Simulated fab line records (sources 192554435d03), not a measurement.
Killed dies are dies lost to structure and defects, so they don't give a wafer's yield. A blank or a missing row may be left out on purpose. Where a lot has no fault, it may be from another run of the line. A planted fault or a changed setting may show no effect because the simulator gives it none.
2 desks looking at one fault | flow n5-finfet | each desk holds nothing but its own numbers, with what lay behind them at the end

== METROLOGY DESK ==
What the gauges read for every lot (on any tool): the sampled wafers with a number, averaged. Any lot whose mean is over 4 standard deviations away from the usual mean is out of limits and marked OUT; that distance is given in the brackets. 7 of its 10 readings are shown, namely those furthest out on some lot.
Columns: A = DIBL_N at N5_BEOL_M4_RC_MEAS_101, usual 36.0 mV/V; B = DIBL_P at N5_BEOL_M4_RC_MEAS_101, usual 36.2 mV/V; C = IOFF_P at N5_BEOL_M4_RC_MEAS_101, usual 0.21 nA/um; D = ION_P at N5_BEOL_M4_RC_MEAS_101, usual 463 uA/um; E = SS_P at N5_BEOL_M4_RC_MEAS_101, usual 73.2 mV/dec; F = VT_N at N5_BEOL_M4_RC_MEAS_101, usual 250.2 mV; G = VT_P at N5_BEOL_M4_RC_MEAS_101, usual -251 mV
lot  | first seen here | A    | B    | C    | D   | E    | F     | G
L585 | day 9 00:48     | 36.0 | 35.5 | 0.26 | 471 | 73.5 | 250.7 | -243
L586 | day 9 05:26     | 37.4 | 36.8 | 0.23 | 469 | 73.6 | 247.7 | -248
L589 | day 10 23:41    | 36.7 | 37.4 | 0.21 | 469 | 73.1 | 249.7 | -248
L593 | day 12 12:19    | 33.8 | 35.1 | 0.18 | 460 | 72.3 | 252.4 | -252
L596 | day 13 09:59    | 36.6 | 37.0 | 0.18 | 452 | 73.4 | 250.5 | -256
L587 | day 13 19:13    | 36.1 | 37.6 | 0.23 | 466 | 73.6 | 247.9 | -251
L601 | day 14 04:01    | 34.5 | 34.0 | 0.17 | 457 | 73.1 | 253.3 | -255
L604 | day 15 04:00    | 35.2 | 33.5 | 0.19 | 462 | 72.6 | 255.1 | -252
L607 | day 15 08:19    | 36.6 | 35.9 | 0.24 | 471 | 73.4 | 249.6 | -246
Finding of this desk: none of the 9 lots has anything out of limits.

== FOR THE TOOL OWNER'S DESK: rie-diel-01 ==
The tool's own readings at N5_BEOL_M4_VIA_ETCH_34 (etches the open film in C4F6/O2, target depth 69.4 nm, time 65.9 s): means of the sampled wafers that have a number, for each lot that ran on this tool. Any lot whose mean is over 4 standard deviations away from the usual mean is out of limits and marked OUT; that distance is given in the brackets.
Columns: A = drypump-motor-current-A at N5_BEOL_M4_VIA_ETCH_34, usual 5.9 A; B = oes-product-au at N5_BEOL_M4_VIA_ETCH_34, usual 0.79 a.u.; C = rf-vpp-V at N5_BEOL_M4_VIA_ETCH_34, usual 659 V; D = showerhead-plenum-p-Torr at N5_BEOL_M4_VIA_ETCH_34, usual 2.80 Torr; E = throttle-valve-pct at N5_BEOL_M4_VIA_ETCH_34, usual 30.69 %
lot  | first seen here | A   | B    | C   | D    | E
L585 | day 8 20:43     | 6.0 | 0.78 | 658 | 2.81 | 30.67
L589 | day 10 19:34    | 6.0 | 0.75 | 658 | 2.81 | 30.69
L593 | day 12 07:44    | 5.6 | 0.65 | 662 | 2.74 | 30.61
L596 | day 13 02:59    | 5.1 | 0.61 | 660 | 2.59 | 30.23
Finding of this desk: none of the 4 lots has anything out of limits.

== PUT TOGETHER ==
Nothing out of limits was seen by the metrology desk.
The tool owner's desk saw nothing out of limits.

== WHAT THE SIMULATOR HAD INSERTED ==
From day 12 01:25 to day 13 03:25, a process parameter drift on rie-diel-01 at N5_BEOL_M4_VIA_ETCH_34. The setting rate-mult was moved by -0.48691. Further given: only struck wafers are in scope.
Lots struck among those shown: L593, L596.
